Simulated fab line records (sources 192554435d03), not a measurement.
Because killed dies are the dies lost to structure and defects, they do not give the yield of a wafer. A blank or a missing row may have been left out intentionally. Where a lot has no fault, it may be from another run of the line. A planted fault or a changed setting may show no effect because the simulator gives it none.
Split-lot experiment	flow n5Finfet	7 lots, 21 wafers read, on a route of 1938 steps

== SPLIT DETAILS ==
At N5_FIN_SAQP_COAT_49 (time 60 s, resist thk 100 nm), the setting spinRpm was moved away from the recipe's 1500 rpm on 7 of the 21 wafers read, by -7.7% to +10.0%. All remaining wafers had this setting at the recipe value.

== FROM THE SPLIT TO THE READING: what the file shows between them, 8 steps ==
- N5_FIN_SAQP_COAT_50: time 60 s, resist thk 35 nm
- N5_FIN_SAQP_COAT_10: resist thk 90 nm
- N5_FIN_SAQP_DESCUM_21: chemistry O2, time 7.9 s
- N5_FIN_SAQP_ETCH_51: etches SiARC in CF4, target depth 45.5 nm, time 75.8 s
- N5_FIN_SAQP_ETCH_52: etches SOC in N2/H2, target depth 100 nm, overetch 20 nm, time 150 s
- N5_FIN_SAQP_STRIP_53: strips in N2/H2
- N5_FIN_SAQP_HM_OPEN_73: chemistry CHF3/O2, target SiO2, stops on a-Si, target depth 12 nm, time 16.8 s
- N5_FIN_SAQP_STRIP_74: strips in CHF3/O2

== THE READING ==
SOC_of_FIN_SAQP_COAT_49.thkNm (the simulator's own value, which no gauge read), in nm, at N5_FIN_SAQP_MANDREL_ETCH_22 (etches a-Si in HBr/Cl2, stops on SiNx, target depth 60 nm, bt time 10 s, time 30 s). The file gives no usual value for it. Here, 14 wafers ran the recipe; their average is 76.38 nm with a standard deviation of 0.34 nm.

wafer	tool, chamber at the split	spinRpm as run, rpm	against the recipe	SOC_of_FIN_SAQP_COAT_49.thkNm, nm	against lot-mates on the recipe
L077.1	lithoTrack-04, 0	1500	recipe	76.27	-
L077.2	lithoTrack-04, 0	1500	recipe	76.37	-
L077.5	lithoTrack-04, 0	1650	+10.0%	70.97	-5.35
L079.4	lithoTrack-03, 0	1500	recipe	76.17	-
L079.5	lithoTrack-03, 0	1500	recipe	76.86	-
L079.6	lithoTrack-03, 0	1608	+7.2%	72.2	-4.31
L082.1	lithoTrack-04, 0	1500	recipe	76.1	-
L082.4	lithoTrack-04, 0	1500	recipe	75.94	-
L082.5	lithoTrack-04, 0	1500	recipe	76.62	-
L086.1	lithoTrack-02, 0	1500	recipe	76.49	-
L086.3	lithoTrack-02, 0	1629	+8.6%	71.66	-4.78
L086.5	lithoTrack-02, 0	1500	recipe	76.39	-
L087.2	lithoTrack-03, 0	1422	-5.2%	78.16	+1.59
L087.3	lithoTrack-03, 0	1500	recipe	76.93	-
L087.5	lithoTrack-03, 0	1500	recipe	76.2	-
L093.1	lithoTrack-03, 0	1500	recipe	76.57	-
L093.5	lithoTrack-03, 0	1544	+2.9%	74.95	-1.18
L093.6	lithoTrack-03, 0	1500	recipe	75.69	-
L097.1	lithoTrack-03, 0	1384	-7.7%	80.67	+3.97
L097.4	lithoTrack-03, 0	1384	-7.7%	81.26	+4.56
L097.6	lithoTrack-03, 0	1500	recipe	76.7	-

FIT RESULTS
A straight line over all 21 wafers: SOC_of_FIN_SAQP_COAT_49.thkNm changes by -0.548 nm for each +1% of spinRpm; r = -0.99; the points scatter about the line by 0.41 nm.
The same after taking each lot's own level away (the mean of its wafers on the recipe; 21 wafers): -0.533 nm for each +1%; r = -0.99; scatter 0.4 nm.
According to that fit, moving spinRpm by its largest amount changes the reading by 5.3 nm.
Across the lots, their own levels run from 76.130 to 76.700 nm, a range of 1.7 times the standard deviation given above.
Consequently the slope shifts little with the lot-to-lot level, the two slopes agreeing.
Check: for one of the wafers moved furthest among these (+10.0%), held out of the fit, the line's prediction against its lot-mates is -5.4 nm. It came out at -5.35 nm against them.

== ADDITIONAL SPLITS CARRIED BY THESE WAFERS ==
Note: prior to the reading, these wafers also went through further splits. Each is held against what the fit with the lots' levels taken away leaves over:
other split on the same wafers	wafers away from the commonest value	r with SOC_of_FIN_SAQP_COAT_49.thkNm (lot level and that fit taken away)
N5_ZERO_LAYER_ETCH_18 icpW	6	-0.12
N5_WELL_APT_PEB_06 pebTimeS	9	-0.14
N5_WELL_APT_DEVELOP_07 developTimeS	11	-0.27
N5_FIN_SAQP_HM_DEP_03 timeS	7	+0.22

== THE WHOLE CHAIN: every reading that the file lists as answering this split, in the file's order ==
step	what it does	reading	change (the file's fit)	r (the file's)
N5_FIN_SAQP_COAT_49	time 60 s, resist thk 100 nm	SOC_of_FIN_SAQP_COAT_49.thkNm (the simulator's own value, which no gauge read)	-0.489 nm for each +1% of the setting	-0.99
N5_FIN_SAQP_ETCH_52	etches SOC in N2/H2, target depth 100 nm, overetch 20 nm, time 150 s	etch.depthNm (the simulator's own value, which no gauge read)	-0.489 nm for each +1% of the setting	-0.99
N5_FIN_SAQP_MANDREL_ETCH_22	etches a-Si in HBr/Cl2, stops on SiNx, target depth 60 nm, bt time 10 s, time 30 s	SOC_of_FIN_SAQP_COAT_49.thkNm (the simulator's own value, which no gauge read)	-0.53 nm for each +1% of the setting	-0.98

== THE FILE'S OWN FIT ==
SOC_of_FIN_SAQP_COAT_49.thkNm changes by -0.53 nm for each +1% of spinRpm, r = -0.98.
